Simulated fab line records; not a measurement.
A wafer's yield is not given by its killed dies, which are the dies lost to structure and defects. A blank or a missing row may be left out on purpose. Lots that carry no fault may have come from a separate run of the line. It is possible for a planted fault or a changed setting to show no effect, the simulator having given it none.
fab line records	flow n5_finfet
[record] lots = 10	wafers = 30	last_day = 17
route steps=1938 shown BEOL_M12@1636 PASSIVATION@1936
lots that met no fault: from a run of the same line without faults
start_h: hours from the record's opening day to when the first of the lot's shown wafers began	wait_h: how many hours have passed since the lot's step before this one	" as in the row above	L1.1+2: one row covering several wafers at once	- no value, or no start given	* or withheld: withheld	< > ~ a bound
route shown NAME@n: names a module that has steps shown in the file, with the first one's number in the route	usual: mean and standard deviation over wafers with no fault	same: alike in all rows	chamber/n: place in a boat	sites: each site's reading	_std_site: standard deviation of those values	_edge_site: outer sites' mean less inner sites'	radius_mm: for every site, how far away it sits from the centre of the wafer	mask NAME#n: copy n	behind: the most recent tool/chamber to have shaped the wafer	hold: the reason the lot was held/the length of the hold in hours/how it ended	device: names the non-switching transistor (n, p or np)	end of line: the tests these same wafers got at the end of their route	where a step has no rows: the recipe by itself	killed: dies that structure and defects cost at the first sort, which is not the same as the wafer's yield	map: per-die view of a wafer (x killed, . not killed, _ where there is no die)
set.NAME: setting as actually run; set.NAME@STEP: the setting as run at that earlier step	model.NAME: the simulator's own value behind a step, which no gauge read
route steps across a sampled set of lots; one table per step, one row per wafer
services: a tool's chamber out of use, with start hour (start_h, from the record's first day; less than 0 if before it), hours out, and reason
[[steps]]
[step N5_BEOL_M12_ETCH_67]
[recipe] chemistry = CF4	target = SiARC	target_depth_a = 1430	time_s = 238.3	ion_energy_ev = 80	pressure_mtorr = 40	source_w = 545	bias_w = 36	Ar_flow_sccm = 100	cf4_flow_sccm = 100	ends = cleared
[usual] bias_w = 36.01/0.11	drypump_motor_current_A = 5.7/0.48	etch_rf_on_time_s = 237/5	oes_product_au = 0.66/0.069	rf_vpp_V = 184.1/0.97	showerhead_plenum_p_Torr = 2.16/0.042	throttle_valve_pct = 15.7/0.31
lot.wafer	tool	chamber	start_h	wait_h	bias_w	drypump_motor_current_A	etch_rf_on_time_s	oes_product_au	rf_hours_counter_h	rf_vpp_V	showerhead_plenum_p_Torr	throttle_valve_pct
L100.3	rie_diel-06	2	224.22	0.0	35.78	5.5	238	0.65	134	182.8	2.15	15.6
L100.4	"	1	"	"	36.01	5.7	228	0.59	-	185.5	2.20	15.8
L100.6	"	2	"	"	35.80	5.5	236	0.66	-	183.4	2.15	15.6
L101.3	rie_diel-05	0	240.85	0.0	35.91	5.5	231	0.66	142	184.5	2.15	15.9
L101.4	"	1	"	"	35.87	6.2	236	0.69	108	183.7	2.16	15.7
L101.6	"	1	"	"	35.91	6.2	236	0.69	-	184.0	2.16	15.7
L102.2	rie_diel-05	1	247.64	0.0	36.23	6.2	237	0.68	110	183.3	2.16	15.7
L102.5	"	3	"	"	36.06	5.4	242	0.67	-	185.7	2.23	15.4
L102.6	"	0	"	"	35.94	5.5	231	0.66	-	183.9	2.15	15.9
L103.1	rie_diel-05	2	253.43	0.0	35.97	4.9	244	0.61	213	184.9	2.20	15.4
L103.3	"	3	"	"	35.83	5.5	241	0.67	118	186.1	2.23	15.4
L103.6	"	3	"	"	36.00	5.5	244	0.67	-	184.3	2.23	15.4
L105.1	rie_diel-06	2	262.20	0.0	36.12	5.5	243	0.64	149	182.4	2.15	15.6
L105.2	"	0	"	"	35.93	6.4	237	0.58	234	184.9	2.11	16.0
L105.4	"	3	"	"	35.93	5.7	236	0.69	116	184.3	2.16	15.7
L113.1	rie_diel-05	1	319.73	0.0	35.83	6.2	236	0.66	138	183.3	2.15	15.8
L113.3	"	3	"	"	36.11	5.5	242	0.65	138	185.0	2.23	15.5
L113.5	"	2	"	"	36.10	4.9	240	0.60	-	185.4	2.19	15.5
L115.2	rie_diel-02	2	322.25	0.0	35.84	5.1	243	0.59	234	183.5	2.13	16.1
L115.5	"	2	"	"	35.80	5.1	244	0.58	-	183.4	2.13	16.1
L115.6	"	1	"	"	36.25	6.3	232	0.79	-	183.5	2.10	15.1
L117.1	rie_diel-05	2	338.26	0.0	36.09	4.9	238	0.59	245	185.5	2.19	15.5
L117.3	"	0	"	"	35.91	5.5	228	0.63	177	184.6	2.14	16.0
L117.4	"	3	"	"	35.96	5.5	238	0.65	145	185.0	2.22	15.5
L120.2	rie_diel-05	3	353.37	0.0	35.86	5.5	242	0.65	151	184.2	2.22	15.5
L120.3	"	0	"	"	35.95	5.5	232	0.63	183	185.2	2.13	16.0
L120.5	"	3	"	"	36.01	5.5	240	0.65	-	183.4	2.22	15.5
L122.1	rie_diel-06	1	367.77	0.0	35.89	5.7	230	0.81	16	183.8	2.19	15.4
L122.3	"	3	"	"	36.14	5.7	241	0.65	158	182.0	2.14	15.8
L122.5	"	3	"	"	35.95	5.7	239	0.64	-	182.7	2.14	15.8
[step N5_BEOL_M12_ETCH_68]
[recipe] chemistry = N2/H2	target = SOC	mask_material = SiARC	source_w = 3000	bias_w = 350	temp_c = 40	time_s = 285	ion_energy_ev = 200	pressure_mtorr = 30	n2_flow_sccm = 200	h2_flow_sccm = 200
[usual] bias_w = 350.0/0.99	drypump_motor_current_A = 5.7/0.47	oes_product_au = 0.77/0.081	rf_vpp_V = 524.3/1.7	run_length_s = 308.4/0.49	showerhead_plenum_p_Torr = 2.56/0.061	throttle_valve_pct = 17.87/0.28
lot.wafer	tool	chamber	start_h	wait_h	bias_w	drypump_motor_current_A	oes_product_au	rf_hours_counter_h	rf_vpp_V	run_length_s	showerhead_plenum_p_Torr	throttle_valve_pct
L100.3	rie_diel-06	2	224.37	0.1	349.5	5.5	0.75	134	524.9	307.9	2.55	17.74
L100.4	"	1	"	"	350.0	5.7	0.69	-	527.3	308.8	2.61	17.80
L100.6	"	2	"	"	349.9	5.5	0.76	-	523.2	307.9	2.55	17.75
L101.3	rie_diel-05	0	240.99	0.1	350.8	5.5	0.76	142	523.5	307.9	2.53	17.87
L101.4	"	1	"	"	350.4	6.2	0.80	108	524.6	308.3	2.56	17.95
L101.6	"	1	"	"	351.2	6.2	0.80	-	525.1	307.9	2.56	17.97
L102.2	rie_diel-05	1	247.79	0.1	350.6	6.2	0.80	110	524.8	308.0	2.56	17.94
L102.5	"	3	"	"	351.7	5.5	0.79	-	527.7	358.5	2.65	17.58
L102.6	"	0	"	"	351.2	5.5	0.76	-	524.4	308.3	2.53	17.88
L103.1	rie_diel-05	2	253.58	0.1	349.7	4.9	0.71	213	526.9	308.7	2.63	17.64
L103.3	"	3	"	"	352.1	5.5	0.77	118	526.8	358.7	2.65	17.57
L103.6	"	3	"	"	350.5	5.5	0.78	-	526.0	308.6	2.65	17.58
L105.1	rie_diel-06	2	262.34	0.1	348.9	5.5	0.74	149	522.2	308.5	2.55	17.77
L105.2	"	0	"	"	350.2	6.4	0.68	234	522.9	309.0	2.50	18.26
L105.4	"	3	"	"	349.2	5.7	0.80	116	524.3	308.2	2.55	17.91
L113.1	rie_diel-05	1	319.88	0.1	351.3	6.2	0.77	138	522.7	307.7	2.54	17.99
L113.3	"	3	"	"	349.9	5.5	0.76	138	527.4	309.2	2.64	17.61
L113.5	"	2	"	"	348.7	4.9	0.69	-	523.5	309.5	2.62	17.69
L115.2	rie_diel-02	2	322.40	0.1	350.2	5.1	0.68	234	523.5	308.9	2.50	18.18
L115.5	"	2	"	"	349.9	5.1	0.69	-	523.2	309.0	2.50	18.16
L115.6	"	1	"	"	348.3	6.3	0.94	-	521.8	307.7	2.50	17.26
L117.1	rie_diel-05	2	338.41	0.1	348.9	4.9	0.70	245	524.9	308.9	2.62	17.67
L117.3	"	0	"	"	349.8	5.5	0.74	177	523.9	308.3	2.52	17.96
L117.4	"	3	"	"	351.4	5.5	0.76	145	526.5	309.0	2.64	17.65
L120.2	rie_diel-05	3	353.52	0.1	349.6	5.5	0.76	151	527.2	308.4	2.64	17.64
L120.3	"	0	"	"	349.1	5.5	0.73	183	523.1	307.9	2.52	17.94
L120.5	"	3	"	"	348.6	5.5	0.76	-	526.8	308.8	2.64	17.63
L122.1	rie_diel-06	1	367.91	0.1	350.5	5.7	0.92	16	525.4	308.7	2.59	17.43
L122.3	"	3	"	"	349.3	5.7	0.75	159	523.7	308.2	2.53	17.99
L122.5	"	3	"	"	349.8	5.7	0.75	-	524.7	308.7	2.53	17.98
[step N5_BEOL_M12_DEGAS_41]
[recipe] ambient = vacuum	temp_c = 250	time_s = 60
[usual] heater_power_w = 322/24	susceptor_temp_C = 250.00/0.17
lot.wafer	tool	chamber	start_h	wait_h	heater_power_w	susceptor_temp_C
L100.3	pvd_sputter-01	-	225.15	0.0	300	250.07
L100.4	"	-	"	"	325	250.05
L100.6	"	-	"	"	326	249.83
L101.3	pvd_sputter-03	-	242.46	0.2	317	250.15
L101.4	"	-	"	"	290	250.18
L101.6	"	-	"	"	287	250.11
L102.2	pvd_sputter-03	-	249.93	0.3	357	249.87
L102.5	"	-	"	"	380	250.01
L102.6	"	-	"	"	337	250.03
L103.1	pvd_sputter-03	-	256.35	2.1	285	250.24
L103.3	"	-	"	"	316	250.12
L103.6	"	-	"	"	312	249.95
L105.1	pvd_sputter-03	-	263.70	0.2	341	249.84
L105.2	"	-	"	"	329	249.84
L105.4	"	-	"	"	367	249.81
L113.1	pvd_sputter-03	-	321.94	0.1	371	250.00
L113.3	"	-	"	"	315	249.89
L113.5	"	-	"	"	287	250.22
L115.2	pvd_sputter-03	-	324.84	0.2	286	250.03
L115.5	"	-	"	"	350	249.77
L115.6	"	-	"	"	363	250.10
L117.1	pvd_sputter-02	-	340.57	0.6	310	249.93
L117.3	"	-	"	"	291	250.09
L117.4	"	-	"	"	291	250.22
L120.2	pvd_sputter-02	-	355.52	0.3	310	249.87
L120.3	"	-	"	"	283	249.72
L120.5	"	-	"	"	312	250.14
L122.1	pvd_sputter-03	-	370.73	0.4	368	249.93
L122.3	"	-	"	"	296	250.24
L122.5	"	-	"	"	328	249.91
[step N5_BEOL_M12_SPUTTER_43]
[recipe] material = TaN	target_thk_a = 150	temp_c = 50	bias_v = 168.6	power_w = 15000	chamber_pressure_pa = 0.12	time_s = 24.19
[usual] susceptor_temp_C = 50.01/0.1	throttle_valve_pct = 30.1/1.2
lot.wafer	tool	chamber	start_h	wait_h	susceptor_temp_C	throttle_valve_pct
L100.3	pvd_sputter-01	-	225.23	0.0	49.99	28.8
L100.4	"	-	"	"	49.95	30.6
L100.6	"	-	"	"	50.05	30.9
L101.3	pvd_sputter-03	-	242.54	0.0	49.76	29.8
L101.4	"	-	"	"	50.01	30.0
L101.6	"	-	"	"	50.12	30.0
L102.2	pvd_sputter-03	-	250.01	0.0	50.22	32.2
L102.5	"	-	"	"	50.03	30.1
L102.6	"	-	"	"	50.27	32.2
L103.1	pvd_sputter-03	-	256.43	0.0	49.93	29.8
L103.3	"	-	"	"	50.03	30.4
L103.6	"	-	"	"	50.05	30.3
L105.1	pvd_sputter-03	-	263.78	0.0	50.09	32.1
L105.2	"	-	"	"	50.05	30.1
L105.4	"	-	"	"	50.05	30.2
L113.1	pvd_sputter-03	-	322.02	0.0	49.93	30.4
L113.3	"	-	"	"	50.08	30.2
L113.5	"	-	"	"	50.09	29.8
L115.2	pvd_sputter-03	-	324.92	0.0	49.90	29.9
L115.5	"	-	"	"	49.93	32.0
L115.6	"	-	"	"	49.87	30.4
L117.1	pvd_sputter-02	-	340.65	0.0	50.10	29.6
L117.3	"	-	"	"	50.18	27.0
L117.4	"	-	"	"	50.10	30.4
L120.2	pvd_sputter-02	-	355.60	0.0	49.90	29.8
L120.3	"	-	"	"	50.03	26.8
L120.5	"	-	"	"	49.98	29.9
L122.1	pvd_sputter-03	-	370.81	0.0	50.01	30.2
L122.3	"	-	"	"	49.99	30.0
L122.5	"	-	"	"	49.95	30.0
[step N5_PASSIVATION_PROBE_49]
[usual] defect_limited_yield = 90.9/1.5	killed_at_M0_to_M3 = 36/9.9	killed_at_M4_up = 13/4.5	killed_at_contacts = 13/6.4	killed_at_front_end = 42/12	killed_at_other = 3.4/3	killed_dies = 107/18	killed_open = 69/13	killed_short = 35/8.2	sort_bin_5_function = 5.3/1.1	sort_bin_6_memory = 3.4/0.69	sort_n_pass = 1073/18	sort_yield_pct = 90.9/1.5
[same] gross_dies = 1180	killed_at_back_side = 0	sort_bin_4_leakage[%] = 0	sort_bin_8_speed[%] = 0
lot.wafer	tool	chamber	start_h	wait_h	defect_limited_yield[%]	killed_at_M0_to_M3	killed_at_M4_up	killed_at_contacts	killed_at_front_end	killed_at_other	killed_dies	killed_open	killed_short	sort_bin_5_function[%]	sort_bin_6_memory[%]	sort_n_pass	sort_yield_pct[%]
L102.6	prober-01	-	285.08	0.3	90.1	28	18	10	58	3	117	66	37	5.3	3.1	1063	90.1
L117.1	prober-01	-	376.51	1.1	92.1	45	13	9	25	1	93	70	23	4.5	3.2	1087	92.1
L117.3	prober-01	-	376.61	1.2	89.2	48	8	17	53	2	128	67	58	6.3	4.1	1052	89.2
L117.4	prober-01	-	376.66	1.2	90.8	36	12	6	53	2	109	67	37	6.1	3.1	1071	90.8
// killed by level:class
L102.6 STI_FIN_REVEAL:geometric_particle:open=13 HKMG_FIN:area_etch=11 DUMMY_GATE:geometric_particle:open=10 FIN_SAQP:geometric_particle:short=9 BEOL_M4:geometric_particle:open=9 MOL_CONTACT_COAG:geometric_particle:open=8 BEOL_M0_SAQP:geometric_particle:open=6 BEOL_M0_SAQP:geometric_particle:short=6
L117.1 BEOL_M0_SAQP:geometric_particle:open=11 BEOL_M1:geometric_particle:open=9 MOL_CONTACT_COAG:geometric_particle:open=8 BEOL_M3:geometric_particle:open=7 BEOL_M4:geometric_particle:open=7 GATE_CUT:geometric_particle:open=6 BEOL_M2:geometric_particle:open=6 GATE_CUT:geometric_particle:short=5
L117.3 FIN_SAQP:geometric_particle:short=18 BEOL_M1:geometric_particle:open=14 MOL_CONTACT_COAG:geometric_particle:short=11 BEOL_M0_SAQP:geometric_particle:open=10 GATE_CUT:geometric_particle:short=7 MOL_CONTACT_COAG:geometric_particle:open=6 BEOL_M3:geometric_particle:open=6 FIN_SAQP:geometric_particle:open=5
L117.4 STI_FIN_REVEAL:geometric_particle:open=12 FIN_SAQP:geometric_particle:open=9 BEOL_M2:geometric_particle:open=9 BEOL_M1:geometric_particle:open=7 FIN_SAQP:geometric_particle:short=6 STI_FIN_REVEAL:geometric_particle:short=5 MOL_CONTACT_COAG:geometric_particle:open=5 ILD0:geometric_particle:short=4
[[services]]
tool	chamber	start_h	hours	kind
rie_diel-06	3	211.16	15.1	repair
rie_diel-02	2	226.34	13.2	repair
rie_diel-06	1	233.21	4.6	repair
rie_diel-06	-	242.52	0.3	repair
rie_diel-02	1	251.75	-	clean
rie_diel-02	1	251.75	-	consumable_replace:focus_ring
rie_diel-02	1	251.75	19.5	scheduled_down
rie_diel-02	1	251.75	19.5	vent_cycle
rie_diel-06	0	289.58	6.3	repair
rie_diel-05	3	300.97	6.5	repair
rie_diel-06	1	305.30	-	clean
rie_diel-06	1	305.30	-	consumable_replace:focus_ring
rie_diel-06	1	305.30	21.1	scheduled_down
rie_diel-06	1	305.30	21.1	vent_cycle
rie_diel-02	0	313.14	13.1	repair
rie_diel-06	0	326.61	-	clean
rie_diel-06	0	326.61	-	consumable_replace:focus_ring
rie_diel-06	0	326.61	19.2	scheduled_down
rie_diel-06	0	326.61	19.2	vent_cycle
rie_diel-05	2	352.60	-	clean
rie_diel-05	2	352.60	-	consumable_replace:focus_ring
rie_diel-05	2	352.60	25.6	scheduled_down
rie_diel-05	2	352.60	25.6	vent_cycle
rie_diel-02	2	364.55	-	clean
[[key]]
[first_sign] step = N5_BEOL_M12_ETCH_68	reading = run_length_s	direction = up	sigmas = 99+	usual = *	struck = *
effect none on later readings
met_at N5_BEOL_M12_ETCH_68
struck_lots L102,L103
struck_wafers L102.5,L103.3
[baseline_loss] step = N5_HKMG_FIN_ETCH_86	wafers = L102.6
not_acting_at N5_BEOL_M12_ETCH_67,N5_BEOL_M12_DEGAS_41,N5_BEOL_M12_SPUTTER_43
onset_between 240.99 247.79
[fault] kind = process_parameter_drift	tool = rie_diel-05	chamber = -	onset_h = 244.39	steps = N5_BEOL_M12_ETCH_68	channel = time_s	offset = *	shape = step	end_h = 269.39	scope = struck_wafers_only	acts_in = *	stated = *
// baseline_loss: these wafers lose ten dies or more at that step, a loss of the line's own and not of a fault; the sort's usual values leave them out
